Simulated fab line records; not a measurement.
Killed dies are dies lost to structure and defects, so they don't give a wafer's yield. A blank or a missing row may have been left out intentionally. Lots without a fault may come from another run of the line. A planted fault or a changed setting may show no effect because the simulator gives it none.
Which of the tools did it? :: flow n5 finfet :: 72 wafers from 24 lots sampled at 4 of the route's 1938 steps

WHAT THE GAUGES SHOWED, per wafer
N5_BEOL_M6_CD_MEAS_18: pitch 80 nm, target cd 40 nm.
lot: L074
measured: day 8 12:10
on: cd sem-03
cd nm (nm): 39.8 40.0 40.0

lot: L076
measured: day 8 23:28
on: cd sem-01
cd nm (nm): 40.5 40.5 40.6

lot: L075
measured: day 9 00:07
on: cd sem-03
cd nm (nm): 38.1 39.9 38.5

lot: L077
measured: day 9 06:55
on: cd sem-02
cd nm (nm): 39.7 40.4 39.9

lot: L078
measured: day 9 09:50
on: cd sem-03
cd nm (nm): 40.1 40.0 39.9

lot: L079
measured: day 9 16:20
on: cd sem-01
cd nm (nm): 39.9 40.8 40.1

lot: L080
measured: day 9 20:05
on: cd sem-01
cd nm (nm): 41.0 40.5 40.3

lot: L082
measured: day 9 23:18
on: cd sem-02
cd nm (nm): 39.6 40.5 39.8

lot: L081
measured: day 10 03:32
on: cd sem-02
cd nm (nm): 40.2 40.3 39.9

lot: L083
measured: day 10 05:32
on: cd sem-02
cd nm (nm): 41.2 40.6 41.0

lot: L084
measured: day 10 11:52
on: cd sem-03
cd nm (nm): 40.5 40.2 40.6

lot: L088
measured: day 13 11:01
on: cd sem-01
cd nm (nm): 39.0 40.0 40.4

lot: L095
measured: day 13 14:48
on: cd sem-01
cd nm (nm): 41.2 40.1 41.3

lot: L094
measured: day 13 22:37
on: cd sem-03
cd nm (nm): 38.8 39.6 39.1

lot: L085
measured: day 13 23:04
on: cd sem-01
cd nm (nm): 40.2 41.3 40.0

lot: L090
measured: day 13 23:40
on: cd sem-03
cd nm (nm): 40.3 39.5 40.4

lot: L089
measured: day 14 07:43
on: cd sem-02
cd nm (nm): 39.3 41.2 39.8

lot: L092
measured: day 14 08:46
on: cd sem-01
cd nm (nm): 40.2 40.2 40.4

lot: L091
measured: day 14 18:02
on: cd sem-01
cd nm (nm): 39.4 40.1 40.1

lot: L087
measured: day 14 23:48
on: cd sem-02
cd nm (nm): 40.1 39.7 39.8

lot: L093
measured: day 15 03:04
on: cd sem-03
cd nm (nm): 39.3 40.1 40.5

lot: L096
measured: day 15 07:37
on: cd sem-02
cd nm (nm): 40.1 40.5 40.5

lot: L086
measured: day 15 13:06
on: cd sem-01
cd nm (nm): 40.2 40.3 40.1

lot: L097
measured: day 15 18:59
on: cd sem-01
cd nm (nm): 40.4 40.2 39.6

N5_BEOL_M6_CD_MEAS_35: target cd 40 nm, target cd y 28 nm.
lot: L074
measured: day 8 13:39
on: cd sem-01
cd nm (nm): 40.1 40.1 40.2

lot: L076
measured: day 9 01:28
on: cd sem-01
cd nm (nm): 40.4 40.5 40.9

lot: L075
measured: day 9 01:39
on: cd sem-02
cd nm (nm): 38.2 40.4 38.2

lot: L077
measured: day 9 08:46
on: cd sem-02
cd nm (nm): 39.6 40.6 39.6

lot: L078
measured: day 9 10:51
on: cd sem-03
cd nm (nm): 39.8 39.6 40.2

lot: L079
measured: day 9 17:43
on: cd sem-01
cd nm (nm): 39.9 40.4 40.2

lot: L080
measured: day 9 21:06
on: cd sem-02
cd nm (nm): 41.0 41.0 40.3

lot: L082
measured: day 10 00:20
on: cd sem-03
cd nm (nm): 40.9 40.6 39.9

lot: L081
measured: day 10 04:32
on: cd sem-01
cd nm (nm): 40.3 39.9 40.1

lot: L083
measured: day 10 06:34
on: cd sem-01
cd nm (nm): 40.9 40.5 40.7

lot: L084
measured: day 10 13:15
on: cd sem-03
cd nm (nm): 40.5 40.4 41.0

lot: L088
measured: day 13 13:50
on: cd sem-01
cd nm (nm): 39.4 39.7 40.0

lot: L095
measured: day 13 16:07
on: cd sem-02
cd nm (nm): 41.2 40.6 41.1

lot: L094
measured: day 14 00:13
on: cd sem-03
cd nm (nm): 38.4 39.8 39.5

lot: L085
measured: day 14 00:22
on: cd sem-01
cd nm (nm): 40.3 41.2 39.7

lot: L090
measured: day 14 00:41
on: cd sem-03
cd nm (nm): 40.4 39.2 40.2

lot: L089
measured: day 14 08:43
on: cd sem-02
cd nm (nm): 39.6 41.5 40.0

lot: L092
measured: day 14 09:52
on: cd sem-01
cd nm (nm): 40.4 40.3 40.2

lot: L091
measured: day 14 23:28
on: cd sem-03
cd nm (nm): 39.8 40.0 39.8

lot: L087
measured: day 15 02:08
on: cd sem-01
cd nm (nm): 40.3 39.8 40.1

lot: L093
measured: day 15 06:26
on: cd sem-03
cd nm (nm): 39.5 40.4 40.2

lot: L096
measured: day 15 09:20
on: cd sem-03
cd nm (nm): 39.6 40.9 40.8

lot: L086
measured: day 15 16:35
on: cd sem-01
cd nm (nm): 40.5 40.7 39.6

lot: L097
measured: day 15 20:59
on: cd sem-02
cd nm (nm): 40.0 40.5 39.8

WHICH TOOL RAN EACH LOT (tool, then ch and the chambers of the sampled wafers, then the start)
lot: L074
N5_BEOL_M6_DESCUM_16: rie diel-02 ch 0,2, day 8 11:33
N5_BEOL_M6_STRIP_80: rie diel-03 ch 0,1,3, day 8 13:39 or earlier

lot: L076
N5_BEOL_M6_DESCUM_16: rie diel-02 ch 0,2, day 8 22:52
N5_BEOL_M6_STRIP_80: rie diel-02 ch 0,2, day 9 01:28 or earlier

lot: L075
N5_BEOL_M6_DESCUM_16: rie diel-03 ch 0,2,3, day 8 23:08
N5_BEOL_M6_STRIP_80: rie diel-03 ch 0,2,3, day 9 01:39 or earlier

lot: L077
N5_BEOL_M6_DESCUM_16: rie diel-02 ch 0,1,2, day 9 06:28
N5_BEOL_M6_STRIP_80: rie diel-04 ch 0,1,2, day 9 08:46 or earlier

lot: L078
N5_BEOL_M6_DESCUM_16: rie diel-02 ch 0,1, day 9 09:23
N5_BEOL_M6_STRIP_80: rie diel-02 ch 1,2, day 9 10:51 or earlier

lot: L079
N5_BEOL_M6_DESCUM_16: rie diel-02 ch 1,2,3, day 9 15:53
N5_BEOL_M6_STRIP_80: rie diel-04 ch 0,1,2, day 9 17:43 or earlier

lot: L080
N5_BEOL_M6_DESCUM_16: rie diel-02 ch 0,2,3, day 9 19:38
N5_BEOL_M6_STRIP_80: rie diel-04 ch 0,2,3, day 9 21:06 or earlier

lot: L082
N5_BEOL_M6_DESCUM_16: rie diel-04 ch 1,2,3, day 9 22:50
N5_BEOL_M6_STRIP_80: rie diel-02 ch 0,1,2, day 10 00:20 or earlier

lot: L081
N5_BEOL_M6_DESCUM_16: rie diel-03 ch 2,3, day 10 03:04
N5_BEOL_M6_STRIP_80: rie diel-03 ch 2,3, day 10 04:32 or earlier

lot: L083
N5_BEOL_M6_DESCUM_16: rie diel-03 ch 1,2,3, day 10 05:03
N5_BEOL_M6_STRIP_80: rie diel-04 ch 1,2,3, day 10 06:34 or earlier

lot: L084
N5_BEOL_M6_DESCUM_16: rie diel-04 ch 0,1,2, day 10 11:13
N5_BEOL_M6_STRIP_80: rie diel-02 ch 0,2,3, day 10 13:15 or earlier

lot: L088
N5_BEOL_M6_DESCUM_16: rie diel-02 ch 0,3, day 13 10:33
N5_BEOL_M6_STRIP_80: rie diel-03 ch 1,2,3, day 13 13:50 or earlier

lot: L095
N5_BEOL_M6_DESCUM_16: rie diel-02 ch 0,1,2, day 13 14:20
N5_BEOL_M6_STRIP_80: rie diel-02 ch 0,1,3, day 13 16:07 or earlier

lot: L094
N5_BEOL_M6_DESCUM_16: rie diel-02 ch 0,1, day 13 22:10
N5_BEOL_M6_STRIP_80: rie diel-04 ch 0,2,3, day 14 00:13 or earlier

lot: L085
N5_BEOL_M6_DESCUM_16: rie diel-02 ch 2,3, day 13 22:36
N5_BEOL_M6_STRIP_80: rie diel-02 ch 1,2,3, day 14 00:22 or earlier

lot: L090
N5_BEOL_M6_DESCUM_16: rie diel-04 ch 0,2,3, day 13 23:13
N5_BEOL_M6_STRIP_80: rie diel-04 ch 0,1, day 14 00:41 or earlier

lot: L089
N5_BEOL_M6_DESCUM_16: rie diel-02 ch 1,2,3, day 14 07:15
N5_BEOL_M6_STRIP_80: rie diel-03 ch 1,3, day 14 08:43 or earlier

lot: L092
N5_BEOL_M6_DESCUM_16: rie diel-02 ch 2,3, day 14 08:19
N5_BEOL_M6_STRIP_80: rie diel-02 ch 1,2,3, day 14 09:52 or earlier

lot: L091
N5_BEOL_M6_DESCUM_16: rie diel-03 ch 0,1,3, day 14 17:34
N5_BEOL_M6_STRIP_80: rie diel-04 ch 1,2,3, day 14 23:28 or earlier

lot: L087
N5_BEOL_M6_DESCUM_16: rie diel-02 ch 0,2,3, day 14 23:20
N5_BEOL_M6_STRIP_80: rie diel-03 ch 0,2,3, day 15 02:08 or earlier

lot: L093
N5_BEOL_M6_DESCUM_16: rie diel-03 ch 1,3, day 15 02:37
N5_BEOL_M6_STRIP_80: rie diel-02 ch 0,2,3, day 15 06:26 or earlier

lot: L096
N5_BEOL_M6_DESCUM_16: rie diel-02 ch 1,2,3, day 15 07:08
N5_BEOL_M6_STRIP_80: rie diel-02 ch 0,1,2, day 15 09:20 or earlier

lot: L086
N5_BEOL_M6_DESCUM_16: rie diel-02 ch 0,3, day 15 12:38
N5_BEOL_M6_STRIP_80: rie diel-04 ch 0,1,3, day 15 16:35 or earlier

lot: L097
N5_BEOL_M6_DESCUM_16: rie diel-04 ch 0,1,3, day 15 18:32
N5_BEOL_M6_STRIP_80: rie diel-04 ch 0,1,2, day 15 20:59 or earlier
- N5_BEOL_M6_DESCUM_16: chemistry O2, time 7.9 s.
- N5_BEOL_M6_STRIP_80: strips in N2/H2, time 10 s.

AS READ BY THE TOOLS THEMSELVES (means over the sampled wafers that have a number; for cases with no such wafer, the mark the record gives instead)
N5_BEOL_M6_DESCUM_16.
lot: L074
tool: rie diel-02
chamber pressure mTorr (mTorr): 20.009
drypump motor current A (A): 6.3
oes product au (a.u.): 0.75
rf vpp V (V): 242.6
showerhead plenum p Torr (Torr): 2.06
throttle valve pct (%): 20.49

lot: L076
tool: rie diel-02
chamber pressure mTorr (mTorr): 19.993
drypump motor current A (A): 6.1
oes product au (a.u.): 0.77
rf vpp V (V): 242.9
showerhead plenum p Torr (Torr): 2.12
throttle valve pct (%): 20.41

lot: L075
tool: rie diel-03
chamber pressure mTorr (mTorr): 19.997
drypump motor current A (A): 5.4
oes product au (a.u.): 0.74
rf vpp V (V): 243.8
showerhead plenum p Torr (Torr): 2.08
throttle valve pct (%): 20.38

lot: L077
tool: rie diel-02
chamber pressure mTorr (mTorr): 20.008
drypump motor current A (A): 6.2
oes product au (a.u.): 0.80
rf vpp V (V): 243.1
showerhead plenum p Torr (Torr): 2.14
throttle valve pct (%): 20.37

lot: L078
tool: rie diel-02
chamber pressure mTorr (mTorr): 19.998
drypump motor current A (A): 6.3
oes product au (a.u.): 0.83
rf vpp V (V): 244.0
showerhead plenum p Torr (Torr): 2.16
throttle valve pct (%): 20.33

lot: L079
tool: rie diel-02
chamber pressure mTorr (mTorr): 20.011
drypump motor current A (A): 6.2
oes product au (a.u.): 0.85
rf vpp V (V): 243.8
showerhead plenum p Torr (Torr): 2.18
throttle valve pct (%): 20.30

lot: L080
tool: rie diel-02
chamber pressure mTorr (mTorr): 19.993
drypump motor current A (A): 6.3
oes product au (a.u.): 0.79
rf vpp V (V): 243.0
showerhead plenum p Torr (Torr): 2.10
throttle valve pct (%): 20.45

lot: L082
tool: rie diel-04
chamber pressure mTorr (mTorr): 20.007
drypump motor current A (A): 6.0
oes product au (a.u.): 0.82
rf vpp V (V): 242.9
showerhead plenum p Torr (Torr): 2.05
throttle valve pct (%): 20.45

lot: L081
tool: rie diel-03
chamber pressure mTorr (mTorr): 20.000
drypump motor current A (A): 5.2
oes product au (a.u.): 0.73
rf vpp V (V): 242.8
showerhead plenum p Torr (Torr): 2.12
throttle valve pct (%): 20.32

lot: L083
tool: rie diel-03
chamber pressure mTorr (mTorr): 19.999
drypump motor current A (A): 5.5
oes product au (a.u.): 0.78
rf vpp V (V): 243.6
showerhead plenum p Torr (Torr): 2.13
throttle valve pct (%): 20.39

lot: L084
tool: rie diel-04
chamber pressure mTorr (mTorr): 19.993
drypump motor current A (A): 6.3
oes product au (a.u.): 0.82
rf vpp V (V): 242.7
showerhead plenum p Torr (Torr): 2.05
throttle valve pct (%): 20.50

lot: L088
tool: rie diel-02
chamber pressure mTorr (mTorr): 19.987
drypump motor current A (A): 6.4
oes product au (a.u.): 0.79
rf vpp V (V): 243.2
showerhead plenum p Torr (Torr): 2.07
throttle valve pct (%): 20.51

lot: L095
tool: rie diel-02
chamber pressure mTorr (mTorr): 20.007
drypump motor current A (A): 6.2
oes product au (a.u.): 0.76
rf vpp V (V): 244.3
showerhead plenum p Torr (Torr): 2.13
throttle valve pct (%): 20.43

lot: L094
tool: rie diel-02
chamber pressure mTorr (mTorr): 20.006
drypump motor current A (A): 6.3
oes product au (a.u.): 0.74
rf vpp V (V): 242.7
showerhead plenum p Torr (Torr): 2.06
throttle valve pct (%): 20.52

lot: L085
tool: rie diel-02
chamber pressure mTorr (mTorr): 19.993
drypump motor current A (A): 6.2
oes product au (a.u.): 0.80
rf vpp V (V): 244.0
showerhead plenum p Torr (Torr): 2.13
throttle valve pct (%): 20.42

lot: L090
tool: rie diel-04
chamber pressure mTorr (mTorr): 19.994
drypump motor current A (A): 6.0
oes product au (a.u.): 0.79
rf vpp V (V): 241.8
showerhead plenum p Torr (Torr): 2.02
throttle valve pct (%): 20.45

lot: L089
tool: rie diel-02
chamber pressure mTorr (mTorr): 20.010
drypump motor current A (A): 6.2
oes product au (a.u.): 0.80
rf vpp V (V): 244.1
showerhead plenum p Torr (Torr): 2.17
throttle valve pct (%): 20.36

lot: L092
tool: rie diel-02
chamber pressure mTorr (mTorr): 19.993
drypump motor current A (A): 6.1
oes product au (a.u.): 0.78
rf vpp V (V): 244.5
showerhead plenum p Torr (Torr): 2.15
throttle valve pct (%): 20.41

lot: L091
tool: rie diel-03
chamber pressure mTorr (mTorr): 19.991
drypump motor current A (A): 5.7
oes product au (a.u.): 0.84
rf vpp V (V): 244.4
showerhead plenum p Torr (Torr): 2.18
throttle valve pct (%): 20.41

lot: L087
tool: rie diel-02
chamber pressure mTorr (mTorr): 20.008
drypump motor current A (A): 6.3
oes product au (a.u.): 0.75
rf vpp V (V): 243.6
showerhead plenum p Torr (Torr): 2.09
throttle valve pct (%): 20.50

lot: L093
tool: rie diel-03
chamber pressure mTorr (mTorr): 20.006
drypump motor current A (A): 5.7
oes product au (a.u.): 0.78
rf vpp V (V): 243.6
showerhead plenum p Torr (Torr): 2.13
throttle valve pct (%): 20.53

lot: L096
tool: rie diel-02
chamber pressure mTorr (mTorr): 19.991
drypump motor current A (A): 6.2
oes product au (a.u.): 0.80
rf vpp V (V): 244.5
showerhead plenum p Torr (Torr): 2.16
throttle valve pct (%): 20.37

lot: L086
tool: rie diel-02
chamber pressure mTorr (mTorr): 20.008
drypump motor current A (A): 6.4
oes product au (a.u.): 0.73
rf vpp V (V): 243.5
showerhead plenum p Torr (Torr): 2.02
throttle valve pct (%): 20.60

lot: L097
tool: rie diel-04
chamber pressure mTorr (mTorr): 20.006
drypump motor current A (A): 6.0
oes product au (a.u.): 0.83
rf vpp V (V): 242.9
showerhead plenum p Torr (Torr): 2.06
throttle valve pct (%): 20.29

N5_BEOL_M6_STRIP_80.
lot: L074
tool: rie diel-03
chamber pressure mTorr (mTorr): 19.996
drypump motor current A (A): 5.7
oes product au (a.u.): 0.80
rf vpp V (V): 60.1
showerhead plenum p Torr (Torr): 2.55
throttle valve pct (%): 23.55

lot: L076
tool: rie diel-02
chamber pressure mTorr (mTorr): 19.985
drypump motor current A (A): 6.2
oes product au (a.u.): 0.75
rf vpp V (V): 58.9
showerhead plenum p Torr (Torr): 2.50
throttle valve pct (%): 23.78

lot: L075
tool: rie diel-03
chamber pressure mTorr (mTorr): 20.004
drypump motor current A (A): 5.4
oes product au (a.u.): 0.74
rf vpp V (V): 59.0
showerhead plenum p Torr (Torr): 2.53
throttle valve pct (%): 23.72

lot: L077
tool: rie diel-04
chamber pressure mTorr (mTorr): 19.999
drypump motor current A (A): 6.3
oes product au (a.u.): 0.85
rf vpp V (V): 59.0
showerhead plenum p Torr (Torr): 2.49
throttle valve pct (%): 23.51

lot: L078
tool: rie diel-02
chamber pressure mTorr (mTorr): 19.999
drypump motor current A (A): 6.1
oes product au (a.u.): 0.82
rf vpp V (V): 59.3
showerhead plenum p Torr (Torr): 2.67
throttle valve pct (%): 23.47

lot: L079
tool: rie diel-04
chamber pressure mTorr (mTorr): 20.019
drypump motor current A (A): 6.3
oes product au (a.u.): 0.84
rf vpp V (V): 58.8
showerhead plenum p Torr (Torr): 2.49
throttle valve pct (%): 23.52

lot: L080
tool: rie diel-04
chamber pressure mTorr (mTorr): 19.994
drypump motor current A (A): 6.0
oes product au (a.u.): 0.83
rf vpp V (V): 59.1
showerhead plenum p Torr (Torr): 2.45
throttle valve pct (%): 23.40

lot: L082
tool: rie diel-02
chamber pressure mTorr (mTorr): 19.988
drypump motor current A (A): 6.2
oes product au (a.u.): 0.79
rf vpp V (V): 59.4
showerhead plenum p Torr (Torr): 2.59
throttle valve pct (%): 23.66

lot: L081
tool: rie diel-03
chamber pressure mTorr (mTorr): 20.008
drypump motor current A (A): 5.3
oes product au (a.u.): 0.78
rf vpp V (V): 60.1
showerhead plenum p Torr (Torr): 2.64
throttle valve pct (%): 23.63

lot: L083
tool: rie diel-04
chamber pressure mTorr (mTorr): 19.999
drypump motor current A (A): 6.0
oes product au (a.u.): 0.81
rf vpp V (V): 59.1
showerhead plenum p Torr (Torr): 2.48
throttle valve pct (%): 23.50

lot: L084
tool: rie diel-02
chamber pressure mTorr (mTorr): 20.005
drypump motor current A (A): 6.3
oes product au (a.u.): 0.79
rf vpp V (V): 59.3
showerhead plenum p Torr (Torr): 2.55
throttle valve pct (%): 23.80

lot: L088
tool: rie diel-03
chamber pressure mTorr (mTorr): 19.993
drypump motor current A (A): 5.4
oes product au (a.u.): 0.76
rf vpp V (V): 58.9
showerhead plenum p Torr (Torr): 2.58
throttle valve pct (%): 23.70

lot: L095
tool: rie diel-02
chamber pressure mTorr (mTorr): 20.000
drypump motor current A (A): 6.3
oes product au (a.u.): 0.79
rf vpp V (V): 58.9
showerhead plenum p Torr (Torr): 2.56
throttle valve pct (%): 23.87

lot: L094
tool: rie diel-04
chamber pressure mTorr (mTorr): 19.980
drypump motor current A (A): 6.0
oes product au (a.u.): 0.80
rf vpp V (V): 59.0
showerhead plenum p Torr (Torr): 2.44
throttle valve pct (%): 23.43

lot: L085
tool: rie diel-02
chamber pressure mTorr (mTorr): 20.003
drypump motor current A (A): 6.2
oes product au (a.u.): 0.80
rf vpp V (V): 60.1
showerhead plenum p Torr (Torr): 2.64
throttle valve pct (%): 23.70

lot: L090
tool: rie diel-04
chamber pressure mTorr (mTorr): 20.009
drypump motor current A (A): 6.3
oes product au (a.u.): 0.86
rf vpp V (V): 59.5
showerhead plenum p Torr (Torr): 2.53
throttle valve pct (%): 23.41

lot: L089
tool: rie diel-03
chamber pressure mTorr (mTorr): 19.992
drypump motor current A (A): 5.6
oes product au (a.u.): 0.79
rf vpp V (V): 59.6
showerhead plenum p Torr (Torr): 2.63
throttle valve pct (%): 23.52

lot: L092
tool: rie diel-02
chamber pressure mTorr (mTorr): 20.011
drypump motor current A (A): 6.2
oes product au (a.u.): 0.80
rf vpp V (V): 58.1
showerhead plenum p Torr (Torr): 2.64
throttle valve pct (%): 23.70

lot: L091
tool: rie diel-04
chamber pressure mTorr (mTorr): 20.000
drypump motor current A (A): 6.0
oes product au (a.u.): 0.78
rf vpp V (V): 59.5
showerhead plenum p Torr (Torr): 2.47
throttle valve pct (%): 23.54

lot: L087
tool: rie diel-03
chamber pressure mTorr (mTorr): 20.008
drypump motor current A (A): 5.4
oes product au (a.u.): 0.90
rf vpp V (V): 59.0
showerhead plenum p Torr (Torr): 2.62
throttle valve pct (%): 23.60

lot: L093
tool: rie diel-02
chamber pressure mTorr (mTorr): 20.021
drypump motor current A (A): 6.2
oes product au (a.u.): 0.75
rf vpp V (V): 58.5
showerhead plenum p Torr (Torr): 2.54
throttle valve pct (%): 23.84

lot: L096
tool: rie diel-02
chamber pressure mTorr (mTorr): 19.982
drypump motor current A (A): 6.2
oes product au (a.u.): 0.75
rf vpp V (V): 60.1
showerhead plenum p Torr (Torr): 2.58
throttle valve pct (%): 23.71

lot: L086
tool: rie diel-04
chamber pressure mTorr (mTorr): 20.021
drypump motor current A (A): 6.0
oes product au (a.u.): 0.84
rf vpp V (V): 59.5
showerhead plenum p Torr (Torr): 2.49
throttle valve pct (%): 23.30

lot: L097
tool: rie diel-04
chamber pressure mTorr (mTorr): 19.987
drypump motor current A (A): 6.3
oes product au (a.u.): 0.89
rf vpp V (V): 59.2
showerhead plenum p Torr (Torr): 2.58
throttle valve pct (%): 23.51

THE ANSWER, worked out from the rows above alone
Rule: the lots themselves supply what counts as usual. Put in order of their means at a reading, lots are off if they are a third of the lots or fewer, leave a main group of 4 or more, and stand apart from it by a gap of 3 or more times the standard deviation of the main group's means; of several such gaps the widest counts. A main group is skipped when, at the precision printed for the reading in the tables above, its means are all equal. A lot without any number at a reading at which 4 lots or more have one is off too. All remaining lots with rows at the step are treated as sound. After the gauges, taken in route order, come the tools' own readings; for these a lot's mean is taken, as printed above. At the first step where some lot is off, the reading lying furthest off is the one used; lots without a number count as furthest.
No lot is off on any of the readings shown, so nothing can be concluded from this.

WHAT THE SIMULATOR HAD INSERTED
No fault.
